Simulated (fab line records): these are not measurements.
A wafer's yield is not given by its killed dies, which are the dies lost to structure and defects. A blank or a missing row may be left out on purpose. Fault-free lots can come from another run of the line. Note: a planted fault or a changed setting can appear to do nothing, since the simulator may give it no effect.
Split-lot trial | flow n5-finfet | 21 wafers read from 7 lots, route of 1938 steps

== THE SPLIT ITSELF ==
At N5_ZERO_LAYER_PECVD_02 (deposits SiO2 from SiH4/N2O, target thk 10 nm, time 6 s), the setting time-s was moved away from the recipe's 6 s on 9 of the 21 wafers read, by -4.6% to +14.7%. All remaining wafers had this setting at the recipe value.

The reading comes from the split's own step.

== THE READING ==
SiO2_of_ZERO_LAYER_PECVD_02.thk-nm (the simulator's own value, which no gauge read), in nm, at N5_ZERO_LAYER_PECVD_02 (deposits SiO2 from SiH4/N2O, target thk 10 nm, time 6 s). The file gives no usual value for it. Here, 12 wafers ran the recipe; their average is 9.921 nm with a standard deviation of 0.12 nm.

wafer  | tool, chamber at the split | time-s as run, s | against the recipe | SiO2_of_ZERO_LAYER_PECVD_02.thk-nm, nm | against lot-mates on the recipe
L077.3 | pecvd-04, 1                | 6                | recipe             | 10.03                                  | -
L077.5 | pecvd-04, 1                | 6                | recipe             | 10.13                                  | -
L077.6 | pecvd-04, 2                | 6                | recipe             | 10.07                                  | -
L079.1 | pecvd-04, 1                | 6                | recipe             | 9.777                                  | -
L079.3 | pecvd-04, 2                | 6                | recipe             | 9.906                                  | -
L079.4 | pecvd-04, 1                | 6                | recipe             | 9.904                                  | -
L080.2 | pecvd-02, 2                | 5.722            | -4.6%              | 9.238                                  | -0.802
L080.5 | pecvd-02, 2                | 5.722            | -4.6%              | 9.477                                  | -0.563
L080.6 | pecvd-02, 1                | 6                | recipe             | 10.04                                  | -
L081.1 | pecvd-01, 2                | 6                | recipe             | 9.929                                  | -
L081.5 | pecvd-01, 0                | 6.249            | +4.1%              | 10.31                                  | +0.381
L081.6 | pecvd-01, 2                | 6.249            | +4.1%              | 10.4                                   | +0.471
L085.1 | pecvd-02, 2                | 6                | recipe             | 9.731                                  | -
L085.2 | pecvd-02, 1                | 6                | recipe             | 9.896                                  | -
L085.5 | pecvd-02, 0                | 6.661            | +11.0%             | 11.24                                  | +1.426
L086.1 | pecvd-02, 0                | 6.883            | +14.7%             | 11.48                                  | +1.719
L086.5 | pecvd-02, 0                | 6.883            | +14.7%             | 11.4                                   | +1.639
L086.6 | pecvd-02, 2                | 6                | recipe             | 9.761                                  | -
L088.1 | pecvd-04, 0                | 6                | recipe             | 9.875                                  | -
L088.2 | pecvd-04, 1                | 6.573            | +9.6%              | 10.8                                   | +0.925
L088.5 | pecvd-04, 0                | 6.573            | +9.6%              | 10.94                                  | +1.065

FIT RESULTS
A straight line over all 21 wafers: SiO2_of_ZERO_LAYER_PECVD_02.thk-nm changes by +0.107 nm for each +1% of time-s; r = +0.98; the points scatter about the line by 0.12 nm.
The same after taking each lot's own level away (the mean of its wafers on the recipe; 21 wafers): +0.118 nm for each +1%; r = +0.99; scatter 0.091 nm.
That fit puts the effect of the largest move of time-s on the reading at 1.7 nm.
Across the lots, their own levels run from 9.7610 to 10.0767 nm, a range of 2.6 times the standard deviation given above.
Hence the lot-to-lot level has little effect on the slope; both slopes agree.
Check: +1.69 nm against its lot-mates is what the line predicts for one of the wafers moved furthest among these (+14.7%) when that wafer is left out of the fit. Against them it came out at +1.72 nm.

== FILE'S OWN FIT ==
SiO2_of_ZERO_LAYER_PECVD_02.thk-nm changes by +0.117 nm for each +1% of time-s, r = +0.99.
